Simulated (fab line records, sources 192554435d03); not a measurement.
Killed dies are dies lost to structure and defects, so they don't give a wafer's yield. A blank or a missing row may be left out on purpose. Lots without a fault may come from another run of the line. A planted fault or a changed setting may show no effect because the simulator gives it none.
Chamber matching | flow n5_finfet | N5_BEOL_M13_DESCUM_15 on rie_diel-04: 4 sister chambers
The step chemistry O2, time 7.9 s. 20 wafers are shown with their chamber, then 10 later ones without.

WAFERS WITH THEIR CHAMBER
wafer  | chamber | showerhead_plenum_p_Torr (Torr) | drypump_motor_current_A (A) | throttle_valve_pct (%)
L075.1 | 2       | 2.13                            | 5.1                         | 20.04
L075.4 | 0       | 2.20                            | 5.3                         | 20.57
L075.6 | 2       | 2.13                            | 5.1                         | 20.03
L077.2 | 2       | 2.12                            | 5.1                         | 20.08
L077.3 | 3       | 2.04                            | 5.9                         | 20.07
L077.6 | 0       | 2.19                            | 5.3                         | 20.59
L080.1 | 1       | 2.07                            | 5.4                         | 20.47
L080.5 | 3       | 2.04                            | 5.9                         | 20.10
L080.6 | 0       | 2.19                            | 5.3                         | 20.59
L081.2 | 3       | 2.04                            | 5.8                         | 19.80
L081.3 | 1       | 2.07                            | 5.4                         | 20.50
L081.5 | 1       | 2.07                            | 5.5                         | 20.50
L083.1 | 2       | 2.11                            | 5.1                         | 20.09
L083.3 | 0       | 2.18                            | 5.3                         | 20.63
L083.4 | 3       | 2.04                            | 5.8                         | 19.80
L087.2 | 2       | 2.11                            | 5.1                         | 20.09
L087.4 | 0       | 2.18                            | 5.3                         | 20.62
L087.6 | 0       | 2.18                            | 5.3                         | 20.65
L088.3 | 3       | 2.04                            | 5.8                         | 19.81
L088.4 | 1       | 2.07                            | 5.4                         | 20.52

SIGNATURES (means of the wafers above)
reading                  | chamber 0 | chamber 1 | chamber 2 | chamber 3 | scatter within a chamber
showerhead_plenum_p_Torr | 2.1867    | 2.0700    | 2.1200    | 2.0400    | 0.00677
drypump_motor_current_A  | 5.300     | 5.425     | 5.100     | 5.840     | 0.0349
throttle_valve_pct       | 20.6083   | 20.4975   | 20.0660   | 19.9160   | 0.0809
Rule: a wafer's distance from a chamber is the root of the sum, over the readings, of the square of ((its reading less the chamber's mean) divided by the reading's scatter). The wafer belongs to the nearest chamber; if the next one is less than 2 further off, it can't be placed. The scatter: the root of (the sum of the squares of (reading less its chamber's mean) over the shown wafers, divided by (wafers less chambers)).

WAFERS WITHOUT THEIR CHAMBER
wafer  | showerhead_plenum_p_Torr (Torr) | drypump_motor_current_A (A) | throttle_valve_pct (%)
L088.5 | 2.11                            | 5.1                         | 20.10
L093.2 | 2.11                            | 5.0                         | 20.10
L093.3 | 2.06                            | 5.4                         | 20.52
L093.4 | 2.03                            | 5.8                         | 19.80
L094.3 | 2.03                            | 5.8                         | 19.82
L094.4 | 2.06                            | 5.4                         | 20.54
L094.6 | 2.06                            | 5.4                         | 20.52
L096.1 | 2.17                            | 5.3                         | 20.65
L096.2 | 2.03                            | 5.8                         | 19.81
L096.6 | 2.11                            | 5.1                         | 20.13

WHICH CHAMBER EACH WENT THROUGH
wafer  | from the rows above | in truth
L088.5 | 2                   | 2
L093.2 | 2                   | 2
L093.3 | 1                   | 1
L093.4 | 3                   | 3
L094.3 | 3                   | 3
L094.4 | 1                   | 1
L094.6 | 1                   | 1
L096.1 | 0                   | 0
L096.2 | 3                   | 3
L096.6 | 2                   | 2
Placed correctly: 10 of 10. Can't be placed from these rows: 0. Placed wrongly: 0.
